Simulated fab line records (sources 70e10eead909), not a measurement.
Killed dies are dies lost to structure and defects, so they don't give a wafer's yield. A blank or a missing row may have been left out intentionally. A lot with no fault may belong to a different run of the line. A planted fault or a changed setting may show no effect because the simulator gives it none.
Chamber matching -- flow nand harc -- 4 sister chambers for NHARC_P_BONDPAD_STRIP_15 on rie diel-13
The step strips in O2. 16 wafers are shown with their chamber, then 8 later ones without.

== WAFERS PAIRED WITH THEIR CHAMBERS ==
wafer,chamber,drypump motor current A (A),o2 flow sccm (sccm),oes product au (a.u.)
L076.2,2,5.5,501.0,1.009
L076.5,0,5.6,499.7,1.001
L076.6,1,6.7,498.7,0.996
L078.1,2,5.5,500.4,1.004
L078.2,1,6.7,499.7,0.986
L078.4,3,5.9,502.4,0.990
L080.3,2,5.5,500.3,1.000
L080.5,1,6.6,499.7,1.003
L080.6,2,5.5,498.7,1.001
L081.1,0,5.6,499.3,1.014
L081.3,3,6.0,501.4,0.999
L081.5,1,6.7,499.6,1.001
L084.4,1,6.6,496.9,0.999
L084.5,0,5.6,499.3,0.998
L084.6,3,5.9,502.2,0.983
L086.2,3,5.9,500.5,0.997

SIGNATURES (averages over the wafers above)
reading,chamber 0,chamber 1,chamber 2,chamber 3,scatter within a chamber
drypump motor current A,5.600,6.660,5.500,5.925,0.0403
o2 flow sccm,499.433,498.920,500.100,501.625,0.96
oes product au,1.00433,0.99700,1.00350,0.99225,0.00665
Rule: a wafer lies at a distance from a chamber equal to the root of the sum of squares, over the readings, of (its reading less the chamber's mean, divided by the reading's scatter). The wafer belongs to the nearest chamber; if the next one is less than 2 further off, it can't be placed. The scatter: the root of (the sum of the squares of (reading less its chamber's mean) over the shown wafers, divided by (wafers less chambers)).

== WAFERS MISSING THEIR CHAMBER ==
wafer,drypump motor current A (A),o2 flow sccm (sccm),oes product au (a.u.)
L086.5,5.6,499.7,1.005
L086.6,5.9,502.9,1.009
L091.2,5.5,496.2,1.005
L091.3,5.9,500.5,0.993
L091.4,5.6,501.0,0.997
L097.1,5.9,501.5,0.973
L097.2,6.6,498.2,1.002
L097.5,5.6,501.1,0.998

== THE CHAMBER EACH PASSED THROUGH ==
wafer,from the rows above,in truth
L086.5,0,0
L086.6,3,3
L091.2,can't be placed: 2 or 0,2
L091.3,3,3
L091.4,can't be placed: 0 or 2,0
L097.1,3,3
L097.2,1,1
L097.5,can't be placed: 0 or 2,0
Correctly placed: 5 of 8. From these rows, 3 cannot be placed; in 3 the true chamber is one of the candidates. 0 placed wrongly.
